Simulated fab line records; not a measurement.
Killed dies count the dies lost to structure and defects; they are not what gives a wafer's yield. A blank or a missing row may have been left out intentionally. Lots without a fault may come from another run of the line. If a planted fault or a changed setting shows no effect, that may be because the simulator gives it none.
A struck lot beside a sound one :: flow nand harc :: 28 out of 1302 route steps
Sound: wafers L644.1, L644.3, L644.6. Struck: wafer L652.6. (L652.1, L652.5 of the same lot were not struck and are left out.) The cause comes at the end.
Each step with rows lists, per side, the tool, then ch with its chambers, then its first start. Under that, the readings that differ: sound wafers :: struck wafers :: difference of the means :: sigmas: that difference in standard deviations of wafers without a fault.
alike: a reading whose means differ by less than 2 such deviations, as well as words and numbers matching on both sides. not compared: withheld readings; readings where some wafer has no value; bounds like >300 that might hide an equal value; numbers whose values overlap and for which the record gives no deviation.
A row with sigmas, a row that says differs or no value, or rows on one side alone: a step with any of these is where the two part. Numbers that have no deviation but don't overlap get no sigmas and don't part them. A reading that every wafer of one side lacks parts them only if that side has two wafers or more.

NHARC_A_CHANNEL_HOLE_D2_INSPECT_12:
  struck on defect inspect-02, day 19 00:22; sound on defect inspect-01, day 15 14:04
  alike: raw defect count
then, 1 step without rows for these wafers: NHARC_A_CHANNEL_HOLE_D2_DESCUM_15 (chemistry O2, time 3 s).
NHARC_A_CHANNEL_HOLE_D2_ETCH_38: etches the open film in CF4, target depth 39 nm, time 65 s.
  sound on rie diel-10 ch 0,1,3, day 15 14:13; struck on rie diel-06 ch 2, day 19 00:31
  alike: drypump motor current A, oes product au, rf vpp V, showerhead plenum p Torr, throttle valve pct
  not compared: rf hours counter h
then, 2 steps without rows for these wafers: NHARC_A_CHANNEL_HOLE_D2_ETCH_39 (etches the open film in N2/H2, target depth 260 nm, time 325 s); NHARC_A_CHANNEL_HOLE_D2_ETCH_34 (etches the open film in CF4/CHF3, target depth 154 nm, time 77 s).
NHARC_A_CHANNEL_HOLE_D2_ETCH_16: etches the open film in O2/COS, target depth 3100 nm, time 806 s.
  sound on rie diel-10 ch 0,1,3; struck on rie diel-06 ch 2
  alike: drypump motor current A, oes product au, rf vpp V, showerhead plenum p Torr, throttle valve pct
  not compared: rf hours counter h
NHARC_A_CHANNEL_HOLE_D2_CD_MEAS_18:
  struck on cd sem-02, day 19 01:31; sound on cd sem-01, day 15 15:14
  alike: cd nm
then, 4 steps without rows for these wafers: NHARC_A_CHANNEL_HOLE_D2_ETCH_19 (etches the open film in C4F8/O2/Ar, time 34.5 s); NHARC_A_CHANNEL_HOLE_D2_ETCH_20 (etches the open film in C4F8/O2/Ar, time 361.9 s, target depth 1600 nm); NHARC_A_CHANNEL_HOLE_D2_ETCH_21 (etches the open film in C4F8/O2/Ar, time 514.3 s, target depth 1600 nm); NHARC_A_CHANNEL_HOLE_D2_ETCH_22 (etches the open film in C4F8/O2/Ar, time 666.7 s, target depth 1600 nm).
NHARC_A_CHANNEL_HOLE_D2_ETCH_23: etches the open film in C4F8/O2/Ar, time 819 s, target depth 1600 nm.
  sound on har etch-02 ch 1, day 15 16:52; struck on har etch-01 ch 0, day 19 03:09
  alike: drypump motor current A, showerhead plenum p Torr, throttle valve pct
  not compared: rf hours counter h
NHARC_A_CHANNEL_HOLE_D2_ETCH_24: etches the open film in C4F8/O2/Ar, time 906.2 s, target depth 1500 nm.
  sound on har etch-02 ch 1, day 15 17:34; struck on har etch-01 ch 0, day 19 03:51
  alike: drypump motor current A, showerhead plenum p Torr, throttle valve pct
  not compared: rf hours counter h
then, 1 step without rows for these wafers: NHARC_A_CHANNEL_HOLE_D2_ETCH_25 (etches the open film in C4F8/O2/Ar, time 1040.2 s, target depth 1500 nm).
NHARC_A_CHANNEL_HOLE_D2_ETCH_26: etches the open film in C4F8/O2/Ar, time 224.1 s, target depth 300 nm.
  sound on har etch-02 ch 1, day 15 19:07; struck on har etch-01 ch 0, day 19 05:22
  alike: drypump motor current A, showerhead plenum p Torr, throttle valve pct
  not compared: rf hours counter h
then, 8 steps without rows for these wafers: NHARC_A_CHANNEL_HOLE_D2_ETCH_27 (etches the open film in C4F8/O2/Ar, time 90 s, target depth 400 nm); NHARC_A_CHANNEL_HOLE_D2_STRIP_41 (strips in N2/H2); NHARC_A_CHANNEL_HOLE_D2_STRIP_42 (strips in CF4/CHF3); NHARC_A_CHANNEL_HOLE_D2_STRIP_43 (strips in O2/COS); NHARC_A_CHANNEL_HOLE_D2_ETCH_44 (etches the open film in CF4/O2, target depth 140 nm, overetch 14 nm, time 77 s); NHARC_A_CHANNEL_HOLE_D2_STRIP_28 (strips in O2); NHARC_A_CHANNEL_HOLE_D2_PRECLEAN_29 (cleans in SC1); NHARC_A_CHANNEL_HOLE_D2_SRD_30.
NHARC_A_CHANNEL_HOLE_D2_CD_MEAS_31:
  struck on cd sem-01, day 19 07:05; sound on cd sem-02, day 15 20:49
  alike: cd nm
NHARC_A_CHANNEL_HOLE_D2_XSEM_32:
  sound on xsem-02 ch 0, day 15 20:55; struck on xsem-02 ch 0, day 19 07:11
  alike: bot cd nm, bow nm, tilt deg
NHARC_A_CHANNEL_HOLE_D2_INSPECT_40:
  struck on defect inspect-02, day 19 07:16; sound on defect inspect-02, day 15 21:01
reading: raw defect count
sound: 260 191 276
struck: 1289
difference: +1047
sigmas: +12
then, 1 step without rows for these wafers: NHARC_A_CHANNEL_FILL_D2_PRECLEAN_00 (cleans in SC1).
-- record jumps: 11 days between struck wafers' starts before vs after; left off in module A_CHANNEL_FILL_D2, resumes in module END, first step shown is number 1302 of the route --
NHARC_END_SORT_01:
  at this point the record logs the struck wafers (prober-02 ch 0, day 30 17:56) and has no rows for the sound ones

== WHERE THEY PART ==
First at NHARC_A_CHANNEL_HOLE_D2_INSPECT_40; last, within this record, at NHARC_END_SORT_01.

WHY: whatever the simulator had introduced
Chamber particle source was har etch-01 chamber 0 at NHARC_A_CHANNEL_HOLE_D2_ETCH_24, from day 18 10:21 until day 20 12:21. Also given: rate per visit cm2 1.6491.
